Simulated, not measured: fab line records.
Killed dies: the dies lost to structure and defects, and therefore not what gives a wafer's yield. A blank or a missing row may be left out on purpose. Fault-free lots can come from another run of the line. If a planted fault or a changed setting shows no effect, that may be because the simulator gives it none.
fab line records	flow nand-harc
[record] lots = 5	wafers = 15	last-day = 33
route steps=1302 shown A_BLC@1120
lots that met no fault: taken from a fault-free run of the same line
start-h: hours from the record's first day to the start of the lot's first wafer shown	wait-h: how many hours have passed since the lot's step before this one	" same as the row above	L1.1+2: one row covering several wafers at once	- no value present, or no start provided	* or withheld: withheld	< > ~ a bound
route shown NAME@n: NAME is a module with steps in the file, n the number in the route of the first one	usual: the fault-free wafers' mean and standard deviation	same: alike in all rows	chamber/n: place in a boat	sites: per-site readings	_std_site: standard deviation of those values	_edge_site: mean of outer sites minus mean of inner sites	radius-mm: for every site, how far away it sits from the centre of the wafer	mask NAME#n: copy n	behind: the most recent tool/chamber to have shaped the wafer	hold: why the lot went on hold/how many hours it stayed there/how the hold came to an end	device: transistor that didn't switch, given as n, p or np	end of line: the same wafers' tests at the end of the route	for a step that has no rows: nothing shown but its recipe	killed: the dies lost at the first sort to structure and to defects; this is not the yield of the wafer	map: dies across one wafer; x = killed, . = not, _ = none there
set.NAME: the setting the step ran with; set.NAME@STEP: the setting that earlier step ran with	model.NAME: the simulator's own value behind a step, which no gauge read
a table for each step, a row for each wafer; lots at some steps of the route
services: from which hour (start-h, from the record's first day; less than 0 if before it) a tool's chamber was out of use, for how many hours, and why
[[steps]]
[step NHARC_A_BLC_DESCUM_15]
[recipe] time-s = 3	o2-flow-sccm = 200	ar-flow-sccm = 0	bias-power-w = 0	chemistry = O2
[usual] drypump-motor-current-A = 5.7/0.41	oes-product-au = 1.006/0.013	rf-vpp-V = 57.9/1	showerhead-plenum-p-Torr = 1.92/0.077	throttle-valve-pct = 11.312/0.0092
[same] bias-power-w = 0
lot.wafer	tool	chamber	start-h	wait-h	drypump-motor-current-A	oes-product-au	rf-hours-counter-h	rf-vpp-V	showerhead-plenum-p-Torr	throttle-valve-pct
L144.3	rie-diel-08	2	517.53	0.1	5.8	1.003	9	59.2	2.06	11.324
L144.1	"	0	"	"	5.5	1.017	8	59.3	1.87	11.309
L144.5	"	2	"	"	5.8	0.984	-	58.8	2.06	11.308
L149.3	rie-diel-11	1	569.91	0.1	6.3	0.997	11	56.7	1.90	11.322
L149.1	"	2	"	"	5.4	1.012	11	59.7	2.02	11.322
L149.2	"	0	"	"	5.3	1.002	10	56.9	1.85	11.300
L159.1	rie-diel-11	3	694.48	0.1	6.2	1.037	6	58.1	1.94	11.309
L159.4	"	0	"	"	5.4	1.006	6	57.5	1.85	11.305
L159.5	"	3	"	"	6.2	1.022	-	59.1	1.94	11.311
L163.4	rie-diel-08	1	718.97	0.1	5.6	1.013	9	56.7	1.83	11.322
L163.1	"	0	"	"	5.5	1.018	8	57.7	1.87	11.309
L163.6	"	1	"	"	5.6	1.009	-	57.7	1.83	11.318
L164.2	rie-diel-11	3	736.94	0.1	6.1	1.018	10	57.2	1.94	11.310
L164.1	"	2	"	"	5.4	0.991	10	58.8	2.02	11.307
L164.6	"	3	"	"	6.1	1.013	-	58.8	1.94	11.325
[step NHARC_A_BLC_ETCH_16]
[recipe] target-depth-a = 390	over-etch-frac = 0.3	time-s = 65	ion-energy-ev = 80	cf4-flow-sccm = 150	ar-flow-sccm = 0	rf-w = 300	bias-w = 100	chemistry = CF4
[step NHARC_A_BLC_ETCH_17]
[recipe] target-depth-a = 3900	over-etch-frac = 0.25	time-s = 609.38	ion-energy-ev = 200	n2-flow-sccm = 150	h2-flow-sccm = 150	ar-flow-sccm = 0	rf-w = 400	bias-w = 150	chemistry = N2/H2
[usual] drypump-motor-current-A = 5.7/0.41	oes-product-au = 1.006/0.013	rf-vpp-V = 430.6/2.4	showerhead-plenum-p-Torr = 2.04/0.084	throttle-valve-pct = 14.172/0.0092
lot.wafer	tool	chamber	start-h	wait-h	drypump-motor-current-A	oes-product-au	rf-hours-counter-h	rf-vpp-V	showerhead-plenum-p-Torr	throttle-valve-pct
L144.3	rie-diel-08	2	-	-	5.8	0.999	9	434.8	2.20	14.166
L144.1	"	0	"	"	5.5	1.017	8	430.6	1.99	14.177
L144.5	"	1	"	"	5.6	1.002	-	429.4	1.96	14.175
L149.2	rie-diel-11	2	-	-	5.4	1.004	11	433.2	2.16	14.163
L149.1	"	0	"	"	5.4	1.005	11	429.4	1.97	14.189
L149.3	"	1	"	"	6.3	1.001	11	429.8	2.02	14.191
L159.1	rie-diel-11	0	-	-	5.4	1.009	6	427.2	1.97	14.170
L159.4	"	2	"	"	5.4	1.000	6	433.6	2.15	14.188
L159.5	"	0	"	"	5.4	1.006	-	428.7	1.97	14.170
L163.4	rie-diel-08	0	-	-	5.5	1.020	8	428.8	1.99	14.177
L163.1	"	1	"	"	5.7	1.006	9	427.8	1.95	14.175
L163.6	"	3	"	"	5.6	1.012	-	428.3	1.95	14.177
L164.2	rie-diel-11	1	-	-	6.3	0.996	11	430.3	2.02	14.189
L164.1	"	3	"	"	6.2	1.026	11	431.5	2.07	14.177
L164.6	"	1	"	"	6.3	0.997	-	429.5	2.02	14.160
[step NHARC_A_BLC_ETCH_18]
[recipe] target-depth-a = 9100	c4f8-flow-sccm = 20	o2-flow-sccm = 10	ar-flow-sccm = withheld	rf-w = 600	bias-w = 1500	chemistry = C4F8/O2/Ar
[usual] oes-product-au = 0.952/0.026	rf-vpp-V = 978/5.2
lot.wafer	tool	chamber	start-h	wait-h	oes-product-au	rf-hours-counter-h	rf-vpp-V
L144.1	rie-diel-08	0	-	-	0.931	9	976
L144.3	"	3	"	"	0.935	9	973
L144.5	"	1	"	"	0.925	-	974
L149.2	rie-diel-11	2	-	-	0.955	11	985
L149.1	"	3	"	"	0.973	10	978
L149.3	"	0	"	"	0.958	11	975
L159.1	rie-diel-11	1	-	-	0.969	7	977
L159.4	"	0	"	"	0.963	7	974
L159.5	"	2	"	"	0.976	-	986
L163.1	rie-diel-08	0	-	-	0.929	9	975
L163.4	"	3	"	"	0.937	9	972
L163.6	"	0	"	"	0.939	-	975
L164.1	rie-diel-11	3	-	-	0.951	11	980
L164.2	"	0	"	"	0.943	11	973
L164.6	"	0	"	"	0.940	-	973
[step NHARC_A_BLC_CD_MEAS_19]
[usual] cd-nm = 100/3.5
lot.wafer	tool	chamber	start-h	wait-h	cd-nm
L144.1	cd-sem-03	-	518.48	-	95
L144.3	"	-	"	"	95
L144.5	"	-	"	"	99
L149.1	cd-sem-01	-	570.87	-	103
L149.2	"	-	"	"	100
L149.3	"	-	"	"	103
L159.1	cd-sem-03	-	695.46	-	97
L159.4	"	-	"	"	101
L159.5	"	-	"	"	102
L163.1	cd-sem-01	-	719.94	-	98
L163.4	"	-	"	"	102
L163.6	"	-	"	"	100
L164.1	cd-sem-01	-	737.91	-	100
L164.2	"	-	"	"	105
L164.6	"	-	"	"	104
[step NHARC_A_BLC_STRIP_29]
[recipe] cf4-flow-sccm = 150	ar-flow-sccm = 0	bias-w = 0	chemistry = CF4
[step NHARC_A_BLC_STRIP_21]
[recipe] o2-flow-sccm = 500	ar-flow-sccm = 0	bias-w = 0	chemistry = O2
[usual] drypump-motor-current-A = 5.7/0.33	oes-product-au = 1.003/0.013	rf-vpp-V = 57.8/0.93	showerhead-plenum-p-Torr = 3.52/0.14	throttle-valve-pct = 17.037/0.0085
lot.wafer	tool	chamber	start-h	wait-h	drypump-motor-current-A	oes-product-au	rf-hours-counter-h	rf-vpp-V	showerhead-plenum-p-Torr	throttle-valve-pct
L144.3	rie-diel-11	2	518.66	0.1	5.4	1.006	6	56.9	3.72	17.048
L144.1	"	3	"	"	6.1	1.020	5	58.4	3.58	17.036
L144.5	"	2	"	"	5.4	1.023	-	57.4	3.72	17.051
L149.1	rie-diel-08	1	571.06	0.1	5.7	1.008	1	57.7	3.40	17.030
L149.2	"	2	"	"	5.8	0.974	1	59.3	3.78	17.047
L149.3	"	3	"	"	5.6	1.015	1	55.9	3.39	17.021
L159.1	rie-diel-08	0	695.64	0.1	5.6	1.013	8	58.4	3.45	17.031
L159.4	"	3	"	"	5.6	1.021	8	58.1	3.39	17.033
L159.5	"	1	"	"	5.6	1.009	-	57.2	3.39	17.035
L163.4	rie-diel-08	2	720.13	0.1	5.8	0.983	10	59.1	3.77	17.026
L163.1	"	0	"	"	5.5	1.012	9	56.6	3.45	17.041
L163.6	"	2	"	"	5.8	0.982	-	59.7	3.77	17.052
L164.1	rie-diel-11	0	738.09	0.1	5.4	1.002	11	57.5	3.42	17.042
L164.2	"	1	"	"	6.3	0.996	12	57.6	3.49	17.035
L164.6	"	1	"	"	6.3	0.997	-	58.1	3.50	17.043
[step NHARC_A_BLC_STRIP_22]
[recipe] time-s = 600	temp-c = 30	chemistry = post-etch-residue-remover
[step NHARC_A_BLC_DEGAS_30]
[recipe] temp-c = 300	time-s = 60
[step NHARC_A_BLC_PRE_CLEAN_31]
[recipe] time-s = 15	bias-v = 250	gas = Ar
[step NHARC_A_BLC_PVD_32]
[recipe] target-thk-a = 50	chamber-pressure-pa = 5	power-w = 5000	substrate-temp-c = 200	time-s = 17.7	material = Ti
[usual] throttle-valve-pct = 29.7/1.3
lot.wafer	tool	chamber	start-h	wait-h	throttle-valve-pct
L144.3	pvd-sputter-01	-	-	-	28.4
L144.1	"	-	"	"	29.8
L144.5	"	-	"	"	30.0
L149.3	pvd-sputter-03	-	-	-	30.0
L149.2	"	-	"	"	31.6
L149.1	"	-	"	"	32.3
L159.1	pvd-sputter-01	-	-	-	27.9
L159.4	"	-	"	"	29.8
L159.5	"	-	"	"	29.9
L163.4	pvd-sputter-02	-	-	-	30.2
L163.1	"	-	"	"	27.2
L163.6	"	-	"	"	30.2
L164.1	pvd-sputter-01	-	-	-	28.5
L164.2	"	-	"	"	30.0
L164.6	"	-	"	"	28.4
[step NHARC_A_BLC_ALD_23]
[recipe] target-thk-a = 30	pulse-time-s = 1	ald-cycles = 150	temp-c = 450	material = TiN
[step NHARC_A_BLC_CVD_24]
[recipe] target-thk-a = 1500	temp-c = 300	pressure-torr = 40	wf6-flow-sccm = 40	h2-flow-sccm = 1600	ar-flow-sccm = 1560	time-s = 434	material = W
[usual] heater-power-w = 423/31	throttle-valve-pct = 7.84/0.23
lot.wafer	tool	chamber	start-h	wait-h	heater-power-w	throttle-valve-pct
L144.1	cvd-w-01	0	519.60	-	434	7.78
L144.3	"	1	"	"	407	8.36
L144.5	"	1	"	"	396	8.14
L149.1	cvd-w-02	1	571.92	-	398	7.71
L149.2	"	0	"	"	450	7.80
L149.3	"	1	"	"	396	7.34
L159.1	cvd-w-01	0	696.55	-	444	7.87
L159.4	"	1	"	"	437	8.13
L159.5	"	0	"	"	431	7.92
L163.1	cvd-w-02	0	721.00	-	456	8.10
L163.4	"	1	"	"	371	7.69
L163.6	"	0	"	"	460	8.06
L164.2	cvd-w-02	1	738.95	-	379	7.70
L164.1	"	0	"	"	458	7.88
L164.6	"	0	"	"	459	8.01
[step NHARC_A_BLC_CMP_25]
[recipe] t-overpolish-s = 30	target-thk-nm = 150
[usual] motor-current-A = 12.1/0.92	overpolish-run-s = 29.998/0.0088	retaining-ring-pressure-frac = 0.999/0.0048	time-to-endpoint-s = 30/3.6
lot.wafer	tool	chamber	start-h	wait-h	motor-current-A	overpolish-run-s	retaining-ring-pressure-frac	time-to-endpoint-s
L144.3	cmp-03	1	520.06	0.3	12.2	29.987	0.998	28
L144.1	"	0	"	"	11.4	30.011	0.995	36
L144.5	"	2	"	"	11.9	30.011	1.000	28
L149.1	cmp-04	3	572.48	0.5	12.4	29.989	0.996	29
L149.2	"	0	"	"	13.4	30.006	0.990	64
L149.3	"	1	"	"	10.9	29.995	1.008	30
L159.4	cmp-03	1	697.08	0.2	12.2	30.006	1.010	31
L159.1	"	0	"	"	12.0	30.004	0.998	34
L159.5	"	2	"	"	11.4	30.000	0.995	32
L163.1	cmp-04	0	721.52	0.4	13.7	29.997	0.994	34
L163.4	"	3	"	"	13.3	29.988	1.004	28
L163.6	"	0	"	"	13.5	30.004	1.002	37
L164.1	cmp-02	2	739.53	0.4	11.6	30.008	1.005	31
L164.2	"	3	"	"	13.0	29.993	1.001	25
L164.6	"	0	"	"	10.6	29.990	1.001	31
[[services]]
tool	chamber	start-h	hours	kind
rie-diel-11	3	500.99	14.3	repair
cmp-04	-	502.21	1.4	repair
cmp-04	-	503.62	4.0	pm
rie-diel-08	-	545.12	9.0	pm
cvd-w-01	-	547.35	13.0	pm
cmp-03	-	554.08	4.0	pm
cmp-04	-	556.49	1.2	repair
pvd-sputter-01	-	582.00	10.0	pm
cvd-w-01	1	598.34	3.2	repair
cmp-04	-	601.62	4.0	pm
cmp-03	-	609.71	3.0	repair
rie-diel-11	-	609.83	9.0	pm
cvd-w-01	0	617.45	10.2	repair
cmp-04	-	617.58	3.8	repair
cvd-w-02	-	631.00	13.0	pm
cmp-04	-	639.33	1.4	repair
rie-diel-08	2	643.10	1.5	repair
pvd-sputter-01	-	645.71	4.6	repair
cvd-w-02	0	692.28	4.1	repair
pvd-sputter-01	-	698.62	2.1	repair
pvd-sputter-01	-	703.64	3.8	repair
rie-diel-11	2	704.37	5.1	repair
pvd-sputter-01	-	713.71	1.1	repair
rie-diel-08	-	722.12	9.0	pm
[[key]]
[first-sign] step = NHARC_A_BLC_CMP_25	reading = time-to-endpoint-s	direction = up	sigmas = 9.5	usual = *	struck = *
effect none on later readings
met-at NHARC_A_BLC_CVD_24
struck-wafers L149.2
tester-left-out L149
[fault] kind = process-parameter-drift	tool = cvd-w-02	chamber = 0	onset-h = 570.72	steps = NHARC_A_BLC_CVD_24	channel = target-thk-a	offset = *	shape = step	end-h = 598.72	acts-in = *	stated = *
// tester-left-out: of these lots the tester's yield and bins aren't shown, on N5 and GAA mostly nor the transistor test; their killed dies are dies lost to structure and defects alone, not to doping, threshold or leakage, so they don't give the yield
